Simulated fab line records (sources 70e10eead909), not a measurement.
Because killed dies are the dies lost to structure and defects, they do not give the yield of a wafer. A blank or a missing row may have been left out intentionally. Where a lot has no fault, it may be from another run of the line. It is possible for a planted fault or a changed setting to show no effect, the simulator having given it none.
One fault seen from 2 desks	flow nand_harc	only its own numbers are on each desk; what lay behind them is given at the end

AT THE TOOL OWNER'S DESK: litho_track-06
Per lot that ran on this tool, the mean of the sampled wafers carrying a number, from the tool's own readings at NHARC_P_M0_SOFTBAKE_04 (time 55 s). If a lot's mean is further than 4 standard deviations from the usual mean, the lot is out of limits and carries the mark OUT (the distance appears in the brackets).
Columns: A = heater_power_total_W at NHARC_P_M0_SOFTBAKE_04, usual 188.44 W
lot	first seen here	A
L915	day 9 19:00	175.32 (-99 or more) OUT
L918	day 10 22:00	175.31 (-99 or more) OUT
L928	day 15 12:00	188.48
This desk finds L915, L918 out of limits, L915 being first, at day 9 19:00 (heater_power_total_W at NHARC_P_M0_SOFTBAKE_04). L928: within limits.

FROM THE METROLOGY DESK
Lot by lot, what the gauges showed, no matter which tool ran the lot: averages of those sampled wafers that carry a number. If a lot's mean is further than 4 standard deviations from the usual mean, the lot is out of limits and carries the mark OUT (the distance appears in the brackets).
Columns: A = cd_nm at NHARC_P_GATE_CD_MEAS_46, usual 720.1 nm
lot	first seen here	A
L906	day 5 12:58	719.6
L911	day 7 11:45	719.8
L913	day 8 16:28	720.0
L915	day 9 07:38	719.3
L918	day 10 10:13	720.8
L919	day 10 23:55	720.2
L920	day 11 14:22	719.0
L923	day 12 20:54	720.0
L925	day 13 06:49	721.1
L927	day 14 08:46	720.3
L928	day 14 23:36	720.7
L929	day 15 06:07	721.3
This desk's verdict: no lot among the 12 shows anything out of limits.

ALL TOGETHER
The tool owner's desk had the chance to raise an alarm at day 9 19:00 on L915, L918.
From the metrology desk's view, nothing was out of limits.
The metrology desk holds a record of L915, L918, inside its limits.
NHARC_P_M0_SOFTBAKE_04 was run on litho_track-06 by each of the lots named.

WHAT WAS PUT IN BY THE SIMULATOR
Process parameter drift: litho_track-06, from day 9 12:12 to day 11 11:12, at NHARC_P_M0_SOFTBAKE_04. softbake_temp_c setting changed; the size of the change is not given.
Lots struck among those shown: L915, L918.
Time in hours from fault onset to the first out-of-limits reading at each desk: the tool owner's desk, 7.
